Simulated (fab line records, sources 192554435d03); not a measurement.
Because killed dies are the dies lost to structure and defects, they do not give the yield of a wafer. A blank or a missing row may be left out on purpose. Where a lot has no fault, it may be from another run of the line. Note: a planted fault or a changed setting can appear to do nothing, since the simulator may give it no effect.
fab line records	flow n5-finfet
[record] lots = 4	wafers = 12	last-day = 18
route steps=1938 shown MOL_CONTACT_COAG@597 BEOL_M4@1111 PASSIVATION@1936
lots untouched by any fault: they come from a run of this same line in which no faults occurred
start-h: hours from the record's opening day to when the first of the lot's shown wafers began	wait-h: time in hours since the lot's previous step	" as in the row above	L1.1+2: a row that stands for several wafers	- no value present, or no start provided	* or withheld: withheld	< > ~ a bound
route shown NAME@n: names a module that has steps shown in the file, with the first one's number in the route	usual: mean/standard deviation of fault-free wafers	same: alike in all rows	chamber/n: place in a boat	sites: each site's reading	_std_site: standard deviation across them	_edge_site: mean of outer sites minus mean of inner sites	radius-mm: how far each site lies from the wafer's centre	mask NAME#n: copy n	behind: the most recent tool/chamber to have shaped the wafer	hold: reason for holding the lot/hours on hold/outcome of the hold	device: the transistor (n, p or np) that didn't switch	end of line: at the end of the route, the tests of the same wafers	a step with no rows: only its recipe	killed: the dies lost at the first sort to structure and to defects; this is not the yield of the wafer	map: a wafer's dies, marking killed ones x, the rest . and places with no die _
set.NAME: the setting as run; set.NAME@STEP: as run at that earlier step	model.NAME: the simulator's own value behind a step, which no gauge read
certain route steps with their lots: each step a table, each wafer a row
services: the hour from which a tool's chamber was out of use, counted from the record's first day as start-h (under 0 if before that day), plus the number of hours and why
[[steps]]
[step N5_MOL_CONTACT_COAG_EBR_36]
[recipe] solvent = PGMEA	ebr-width-mm = 1.5
[step N5_MOL_CONTACT_COAG_SOFTBAKE_35]
[recipe] temp-c = 110	time-s = 60	resist = CAR-EUV
[step N5_MOL_CONTACT_COAG_EXPOSE_37]
[recipe] mask-id = VD	na = 0.33	source-shape = annular	sigma-inner = 0.3	sigma-outer = 0.7	polarization = unpolarized	defocus-nm = 0	dose-mj = 62
[step N5_MOL_CONTACT_COAG_PEB_38]
[recipe] peb-temp-c = 100	peb-time-s = 60	resist = CAR-EUV
[step N5_MOL_CONTACT_COAG_DEVELOP_39]
[recipe] develop-time-s = 30	developer = TMAH	resist = CAR-EUV	rinse-liquid = surfactant-rinse	dry = air-spin	dev-temp-c = 23
[step N5_MOL_CONTACT_COAG_DESCUM_45]
[recipe] chemistry = O2	time-s = 7	source-power-w = 50	bias-power-w = 20	pressure-mtorr = 20	rf-frequency-hz = 2.712e+07	temp-c = 40	resist = CAR-EUV	o2-flow-sccm = 225
[step N5_MOL_CONTACT_COAG_ETCH_65]
[recipe] chemistry = N2/H2	target = underlayer	target-depth-a = 130	mask-material = CAR-EUV	time-s = 10.4	ion-energy-ev = 200	pressure-mtorr = 30	source-w = 840	bias-w = 150	n2-flow-sccm = 200	h2-flow-sccm = 200	ends = cleared
[step N5_MOL_CONTACT_COAG_ETCH_66]
[recipe] chemistry = CF4	target = SiARC	target-depth-a = 130	mask-material = CAR-EUV	time-s = 21.7	ion-energy-ev = 80	pressure-mtorr = 40	source-w = 545	bias-w = 36	Ar_flow_sccm = 100	cf4-flow-sccm = 100	ends = cleared
[step N5_MOL_CONTACT_COAG_ALD_133]
[recipe] material = SiO2	target-thk-a = 50	temp-c = 100	ald-precursor-family = BDEAS	ald-co-reactant = O2-plasma	pulse-time-s = 1	co-reactant-pulse-time-s = 1	purge-time-s = 2	co-reactant-purge-time-s = 2	ald-cycles = 35	pressure-torr = 2
[step N5_MOL_CONTACT_COAG_ETCHBACK_134]
[recipe] chemistry = CHF3	target = SiO2	target-depth-a = 100	time-s = 6.7	ion-energy-ev = 200	pressure-mtorr = 30	source-w = 610	bias-w = 170	Ar_flow_sccm = 200	CHF3_flow_sccm = 50
[usual] CHF3_flow_sccm = 49.99/0.15	bias-w = 169.9/0.47	drypump-motor-current-A = 5.6/0.39	oes-product-au = 0.80/0.1	rf-vpp-V = 525/13	showerhead-plenum-p-Torr = 2.43/0.068	throttle-valve-pct = 18.6/0.34
lot.wafer	tool	chamber	start-h	wait-h	CHF3_flow_sccm	bias-w	drypump-motor-current-A	oes-product-au	rf-hours-counter-h	rf-vpp-V	showerhead-plenum-p-Torr	throttle-valve-pct	model.CAR-EUV_of_MOL_CONTACT_COAG_COAT_34.thk-nm
L841.1	rie-diel-06	3	115.98	0.2	49.83	170.7	5.0	0.71	183	521	2.28	18.7	15.4
L841.2	"	0	"	"	50.12	169.5	5.2	0.70	244	537	2.42	18.4	15.8
L841.6	"	3	"	"	49.95	169.6	5.0	0.71	-	522	2.28	18.7	15.4
L845.3	rie-diel-06	0	135.22	0.1	-	-	-	-	-	-	-	-	16.6
L845.5	"	3	"	"	-	-	-	-	-	-	-	-	16.8
L845.6	"	2	"	"	-	-	-	-	-	-	-	-	16.6
L846.1	rie-diel-04	0	142.64	0.1	-	-	-	-	-	-	-	-	17
L846.5	"	0	"	"	-	-	-	-	-	-	-	-	17.2
L846.6	"	1	"	"	-	-	-	-	-	-	-	-	17
L858.3	rie-diel-04	3	217.34	0.1	50.04	170.0	5.5	0.91	22	551	2.44	18.3	15.4
L858.4	"	0	"	"	49.88	170.3	6.1	0.91	38	530	2.42	18.2	15.4
L858.5	"	3	"	"	50.16	169.5	5.5	0.89	-	552	2.44	18.3	15.4
[step N5_MOL_CONTACT_COAG_ETCH_67]
[recipe] chemistry = N2/H2	target = SOC	target-depth-a = 600	overetch-a = 210	mask-material = SiARC	temp-c = 40	time-s = 101.2	ion-energy-ev = 200	pressure-mtorr = 30	source-w = 840	bias-w = 150	n2-flow-sccm = 200	h2-flow-sccm = 200
[step N5_BEOL_M4_RC_MEAS_101]
[usual] DIBL_N = 36.0/1.9	DIBL_P = 35.6/2.2	IOFF_N = 0.15/0.031	IOFF_P = 0.19/0.032	ION_N = 668/11	ION_P = 455/7.2	SS_N = 71.5/0.65	SS_P = 73.4/0.64	VT_N = 251/3.6	VT_P = -253/3.3
lot.wafer	tool	chamber	start-h	wait-h	DIBL_N[mV/V]	DIBL_P[mV/V]	IOFF_N[nA/um]	IOFF_P[nA/um]	ION_N[uA/um]	ION_P[uA/um]	SS_N[mV/dec]	SS_P[mV/dec]	VT_N[mV]	VT_P[mV]
L841.1	prober-01	0	198.55	0.0	34.5	33.8	0.14	0.16	666	446	71.2	72.6	252	-254
L841.2	"	0	"	"	35.0	33.8	0.13	0.16	672	453	71.2	71.9	254	-255
L841.6	"	0	"	"	32.4	31.5	0.11	0.14	663	453	70.5	71.7	253	-257
L858.3	prober-01	0	332.21	0.3	39.9	40.0	0.25	0.25	690	463	72.6	74.3	243	-250
L858.4	"	0	"	"	36.7	36.0	0.16	0.19	667	454	71.5	73.2	245	-256
L858.5	"	0	"	"	39.0	38.2	0.20	0.22	683	455	71.3	74.4	248	-249
[step N5_PASSIVATION_PROBE_49]
[usual] defect-limited-yield = 91.3/1.4	killed_at_M0_to_M3 = 34/10	killed_at_M4_up = 14/5.5	killed-at-contacts = 12/6	killed-at-front-end = 40/10	killed-at-other = 3.0/2.4	killed-dies = 103/17	killed-on-rim = 13/4.3	killed-open = 68/13	killed-short = 34/7.8	sort_bin_4_leakage = 0.00/0.014	sort_bin_5_function = 5.1/0.97	sort_bin_6_memory = 3.3/0.66	sort-n-pass = 1077/17	sort-yield-pct = 91.2/1.4
[same] gross-dies = 1180	killed-at-back-side = 0	sort_bin_8_speed[%] = 0
lot.wafer	tool	chamber	start-h	wait-h	defect-limited-yield[%]	killed_at_M0_to_M3	killed_at_M4_up	killed-at-contacts	killed-at-front-end	killed-at-other	killed-dies	killed-on-rim	killed-open	killed-short	sort_bin_4_leakage[%]	sort_bin_5_function[%]	sort_bin_6_memory[%]	sort-n-pass	sort-yield-pct[%]
L841.1	prober-01	-	298.05	0.0	88.8	70	15	10	37	0	132	13	86	44	0	7.1	3.8	1048	88.8
L841.2	prober-01	-	298.10	0.1	90.7	36	13	5	56	0	110	11	66	42	0	5.6	3.7	1070	90.7
L841.6	prober-01	-	298.30	0.3	91.4	41	9	6	45	0	101	10	59	40	0	5.3	2.8	1079	91.4
L846.1	prober-01	-	346.29	0.0	0	62	20	1072	24	2	1180	152	85	32	0	96.3	3.6	0	0
L846.5	prober-01	-	346.49	0.2	0	37	20	1088	35	0	1180	152	61	42	0	96.1	3.5	0	0
L846.6	prober-01	-	346.54	0.3	0	36	14	1099	31	0	1180	152	57	29	0	96.4	3.1	0	0
L845.3	prober-02	-	347.68	0.1	0	28	15	1106	30	1	1180	152	54	27	0	97.2	2.5	0	0
L845.5	prober-02	-	347.78	0.2	0	28	12	1078	60	2	1180	152	65	42	0	97.1	2.6	0	0
L845.6	prober-02	-	347.83	0.3	0	31	15	1088	46	0	1180	152	69	32	0	96.9	2.7	0	0
L858.3	prober-01	-	428.16	0.1	89.9	29	21	22	45	2	119	17	69	42	0.17	6.4	3.1	1059	89.7
L858.4	prober-01	-	428.21	0.2	91.5	39	14	11	28	8	100	10	64	32	0	4.9	3.3	1080	91.5
L858.5	prober-01	-	428.26	0.2	91.4	34	12	10	44	1	101	11	65	28	0	4.5	3.6	1079	91.4
// killed by level:class
L841.1 BEOL_M0_SAQP:geometric-particle:short=18 BEOL_M1:geometric-particle:open=15 DUMMY_GATE:geometric-particle:open=11 BEOL_M3:geometric-particle:open=11 FIN_SAQP:geometric-particle:short=9 BEOL_M0_SAQP:geometric-particle:open=9 BEOL_M2:geometric-particle:open=9 MOL_CONTACT_COAG:geometric-particle:open=7
L841.2 FIN_SAQP:geometric-particle:short=12 DUMMY_GATE:geometric-particle:open=10 BEOL_M0_SAQP:geometric-particle:open=10 FIN_SAQP:geometric-particle:open=7 BEOL_M1:geometric-particle:open=6 BEOL_M0_SAQP:geometric-particle:short=6 MOL_CONTACT_COAG:geometric-particle:open=5 BEOL_M4:geometric-particle:open=5
L841.6 BEOL_M0_SAQP:geometric-particle:short=16 DUMMY_GATE:geometric-particle:open=10 FIN_SAQP:geometric-particle:open=9 BEOL_M0_SAQP:geometric-particle:open=8 FIN_SAQP:geometric-particle:short=6 BEOL_M4:geometric-particle:open=5 STI_FIN_REVEAL:geometric-particle:open=5 MOL_CONTACT_COAG:geometric-particle:open=5
L846.1 MOL_CONTACT_COAG:area-etchback=1063 BEOL_M3:geometric-particle:open=17 BEOL_M4:geometric-particle:open=11 BEOL_M0_SAQP:geometric-particle:short=11 BEOL_M0_SAQP:geometric-particle:open=11 MOL_CONTACT_COAG:geometric-particle:open=9 BEOL_M1:geometric-particle:open=8 BEOL_M2:geometric-particle:open=7
L846.5 MOL_CONTACT_COAG:area-etchback=1076 BEOL_M4:geometric-particle:short=10 STI_FIN_REVEAL:geometric-particle:open=9 BEOL_M3:geometric-particle:open=9 BEOL_M0_SAQP:geometric-particle:short=9 MOL_CONTACT_COAG:geometric-particle:open=8 BEOL_M1:geometric-particle:open=8 BEOL_M4:geometric-particle:open=8
L846.6 MOL_CONTACT_COAG:area-etchback=1093 BEOL_M1:geometric-particle:open=10 BEOL_M4:geometric-particle:open=8 FIN_SAQP:geometric-particle:short=6 FIN_SAQP:geometric-particle:open=6 STI_FIN_REVEAL:geometric-particle:open=6 BEOL_M0_SAQP:geometric-particle:short=6 STARTING-WAFER:geometric-particle:short=6
L845.3 MOL_CONTACT_COAG:area-etchback=1099 BEOL_M2:geometric-particle:open=11 MOL_CONTACT_COAG:geometric-particle:open=6 DUMMY_GATE:geometric-particle:open=6 BEOL_M0_SAQP:geometric-particle:open=6 FIN_SAQP:geometric-particle:short=5 BEOL_M4:geometric-particle:open=5 STARTING-WAFER:geometric-particle:short=4
L845.5 MOL_CONTACT_COAG:area-etchback=1071 STI_FIN_REVEAL:geometric-particle:open=23 BEOL_M0_SAQP:geometric-particle:short=10 FIN_SAQP:geometric-particle:short=7 GATE_CUT:geometric-particle:short=6 MOL_CONTACT_COAG:geometric-particle:open=6 BEOL_M1:geometric-particle:open=6 BEOL_M4:geometric-particle:open=6
L845.6 MOL_CONTACT_COAG:area-etchback=1078 STI_FIN_REVEAL:geometric-particle:open=11 BEOL_M0_SAQP:geometric-particle:short=9 DUMMY_GATE:geometric-particle:open=8 MOL_CONTACT_COAG:geometric-particle:open=8 BEOL_M0_SAQP:geometric-particle:open=7 BEOL_M1:geometric-particle:open=6 BEOL_M4:geometric-particle:open=6
L858.3 GATE_CUT:geometric-particle:short=12 MOL_CONTACT_COAG:geometric-particle:open=12 MOL_CONTACT_COAG:geometric-particle:short=10 BEOL_M4:geometric-particle:open=8 BEOL_M3:geometric-particle:open=8 BEOL_M2:geometric-particle:open=7 FIN_SAQP:geometric-particle:open=6 STI_FIN_REVEAL:geometric-particle:open=6
L858.4 BEOL_M0_SAQP:geometric-particle:open=11 FIN_SAQP:geometric-particle:open=9 BEOL_M0_SAQP:geometric-particle:short=9 MOL_CONTACT_COAG:geometric-particle:open=7 BEOL_M2:geometric-particle:open=5 BEOL_M3:geometric-particle:open=5 BEOL_M4:geometric-particle:open=5 FIN_SAQP:geometric-particle:short=4
L858.5 BEOL_M1:geometric-particle:open=14 STI_FIN_REVEAL:geometric-particle:open=12 MOL_CONTACT_COAG:geometric-particle:open=7 FIN_SAQP:geometric-particle:open=6 BEOL_M4:geometric-particle:open=6 FIN_SAQP:geometric-particle:short=4 DUMMY_GATE:geometric-particle:open=4 BEOL_M0_SAQP:geometric-particle:short=4
// map L845.3 (x killed, . not)
_________________xxxxxxxxxxxx________________
______________xxxxxxxxxxxxxxxxxx_____________
___________xxxxxxxxxxxxxxxxxxxxxxxx__________
__________xxxxxxxxxxxxxxxxxxxxxxxxxx_________
________xxxxxxxxxxxxxxxxxxxxxxxxxxxxxx_______
_______xxxxxxxxxxxxxxxxxxxxxxxxxxxxxxxx______
______xxxxxxxxxxxxxxxxxxxxxxxxxxxxxxxxxx_____
_____xxxxxxxxxxxxxxxxxxxxxxxxxxxxxxxxxxxx____
____xxxxxxxxxxxxxxxxxxxxxxxxxxxxxxxxxxxxxx___
___xxxxxxxxxxxxxxxxxxxxxxxxxxxxxxxxxxxxxxxx__
___xxxxxxxxxxxxxxxxxxxxxxxxxxxxxxxxxxxxxxxx__
__xxxxxxxxxxxxxxxxxxxxxxxxxxxxxxxxxxxxxxxxxx_
__xxxxxxxxxxxxxxxxxxxxxxxxxxxxxxxxxxxxxxxxxx_
_xxxxxxxxxxxxxxxxxxxxxxxxxxxxxxxxxxxxxxxxxxxx
_xxxxxxxxxxxxxxxxxxxxxxxxxxxxxxxxxxxxxxxxxxxx
_xxxxxxxxxxxxxxxxxxxxxxxxxxxxxxxxxxxxxxxxxxxx
_xxxxxxxxxxxxxxxxxxxxxxxxxxxxxxxxxxxxxxxxxxxx
_xxxxxxxxxxxxxxxxxxxxxxxxxxxxxxxxxxxxxxxxxxxx
_xxxxxxxxxxxxxxxxxxxxxxxxxxxxxxxxxxxxxxxxxxxx
_xxxxxxxxxxxxxxxxxxxxxxxxxxxxxxxxxxxxxxxxxxxx
_xxxxxxxxxxxxxxxxxxxxxxxxxxxxxxxxxxxxxxxxxxxx
__xxxxxxxxxxxxxxxxxxxxxxxxxxxxxxxxxxxxxxxxxx_
__xxxxxxxxxxxxxxxxxxxxxxxxxxxxxxxxxxxxxxxxxx_
___xxxxxxxxxxxxxxxxxxxxxxxxxxxxxxxxxxxxxxxx__
___xxxxxxxxxxxxxxxxxxxxxxxxxxxxxxxxxxxxxxxx__
____xxxxxxxxxxxxxxxxxxxxxxxxxxxxxxxxxxxxxx___
_____xxxxxxxxxxxxxxxxxxxxxxxxxxxxxxxxxxxx____
______xxxxxxxxxxxxxxxxxxxxxxxxxxxxxxxxxx_____
_______xxxxxxxxxxxxxxxxxxxxxxxxxxxxxxxx______
________xxxxxxxxxxxxxxxxxxxxxxxxxxxxxx_______
__________xxxxxxxxxxxxxxxxxxxxxxxxxx_________
___________xxxxxxxxxxxxxxxxxxxxxxxx__________
______________xxxxxxxxxxxxxxxxxx_____________
_________________xxxxxxxxxxxx________________
// map L846.1 (x killed, . not)
_________________xxxxxxxxxxxx________________
______________xxxxxxxxxxxxxxxxxx_____________
___________xxxxxxxxxxxxxxxxxxxxxxxx__________
__________xxxxxxxxxxxxxxxxxxxxxxxxxx_________
________xxxxxxxxxxxxxxxxxxxxxxxxxxxxxx_______
_______xxxxxxxxxxxxxxxxxxxxxxxxxxxxxxxx______
______xxxxxxxxxxxxxxxxxxxxxxxxxxxxxxxxxx_____
_____xxxxxxxxxxxxxxxxxxxxxxxxxxxxxxxxxxxx____
____xxxxxxxxxxxxxxxxxxxxxxxxxxxxxxxxxxxxxx___
___xxxxxxxxxxxxxxxxxxxxxxxxxxxxxxxxxxxxxxxx__
___xxxxxxxxxxxxxxxxxxxxxxxxxxxxxxxxxxxxxxxx__
__xxxxxxxxxxxxxxxxxxxxxxxxxxxxxxxxxxxxxxxxxx_
__xxxxxxxxxxxxxxxxxxxxxxxxxxxxxxxxxxxxxxxxxx_
_xxxxxxxxxxxxxxxxxxxxxxxxxxxxxxxxxxxxxxxxxxxx
_xxxxxxxxxxxxxxxxxxxxxxxxxxxxxxxxxxxxxxxxxxxx
_xxxxxxxxxxxxxxxxxxxxxxxxxxxxxxxxxxxxxxxxxxxx
_xxxxxxxxxxxxxxxxxxxxxxxxxxxxxxxxxxxxxxxxxxxx
_xxxxxxxxxxxxxxxxxxxxxxxxxxxxxxxxxxxxxxxxxxxx
_xxxxxxxxxxxxxxxxxxxxxxxxxxxxxxxxxxxxxxxxxxxx
_xxxxxxxxxxxxxxxxxxxxxxxxxxxxxxxxxxxxxxxxxxxx
_xxxxxxxxxxxxxxxxxxxxxxxxxxxxxxxxxxxxxxxxxxxx
__xxxxxxxxxxxxxxxxxxxxxxxxxxxxxxxxxxxxxxxxxx_
__xxxxxxxxxxxxxxxxxxxxxxxxxxxxxxxxxxxxxxxxxx_
___xxxxxxxxxxxxxxxxxxxxxxxxxxxxxxxxxxxxxxxx__
___xxxxxxxxxxxxxxxxxxxxxxxxxxxxxxxxxxxxxxxx__
____xxxxxxxxxxxxxxxxxxxxxxxxxxxxxxxxxxxxxx___
_____xxxxxxxxxxxxxxxxxxxxxxxxxxxxxxxxxxxx____
______xxxxxxxxxxxxxxxxxxxxxxxxxxxxxxxxxx_____
_______xxxxxxxxxxxxxxxxxxxxxxxxxxxxxxxx______
________xxxxxxxxxxxxxxxxxxxxxxxxxxxxxx_______
__________xxxxxxxxxxxxxxxxxxxxxxxxxx_________
___________xxxxxxxxxxxxxxxxxxxxxxxx__________
______________xxxxxxxxxxxxxxxxxx_____________
_________________xxxxxxxxxxxx________________
[[services]]
tool	chamber	start-h	hours	kind
rie-diel-04	0	98.61	-	clean
rie-diel-04	0	98.61	-	consumable-replace:focus-ring
rie-diel-04	0	98.61	15.3	scheduled-down
rie-diel-04	0	98.61	15.3	vent-cycle
rie-diel-04	3	130.10	-	clean
rie-diel-04	3	130.10	-	consumable-replace:focus-ring
rie-diel-04	3	130.10	23.7	scheduled-down
rie-diel-04	3	130.10	23.7	vent-cycle
rie-diel-06	0	130.10	4.0	repair
rie-diel-06	0	141.88	-	clean
rie-diel-06	0	141.88	-	consumable-replace:focus-ring
rie-diel-06	0	141.88	33.7	scheduled-down
rie-diel-06	0	141.88	33.7	vent-cycle
rie-diel-04	1	171.89	1.4	repair
rie-diel-06	3	181.80	17.0	repair
rie-diel-06	2	198.81	-	clean
rie-diel-06	2	198.81	-	consumable-replace:focus-ring
rie-diel-06	2	198.81	16.9	scheduled-down
rie-diel-06	2	198.81	16.9	vent-cycle
[[key]]
[first-sign] step = N5_MOL_CONTACT_COAG_ETCHBACK_134	reading = tool-record	direction = missing
[effect] step = N5_PASSIVATION_PROBE_49	reading = killed-at-contacts	direction = up	sigmas = 99+	usual = 12	struck = 1088
[model-effect] step = N5_MOL_CONTACT_COAG_ETCHBACK_134	value = CAR-EUV_of_MOL_CONTACT_COAG_COAT_34.thk-nm	without = 15.47	struck = 16.87
[more-kills-born-at] N5_MOL_CONTACT_COAG_ETCHBACK_134@rie-diel-06 = 3248	N5_MOL_CONTACT_COAG_ETCHBACK_134@rie-diel-04 = 3232
met-at N5_MOL_CONTACT_COAG_ETCHBACK_134
struck-wafers L845.3,L845.5,L845.6,L846.1,L846.5,L846.6
later-rows-left-out L845.3,L845.5,L845.6,L846.1,L846.5,L846.6
onset-between 115.98 135.22
[fault] kind = skipped-step-whole	tool = rie-diel-04,rie-diel-06	chamber = -	onset-h = 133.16	steps = N5_MOL_CONTACT_COAG_ETCHBACK_134	scope = struck-lots-only
// later-rows-left-out: the simulator's readings of these wafers behind a module that went badly wrong aren't trusted and aren't shown, but for the sort
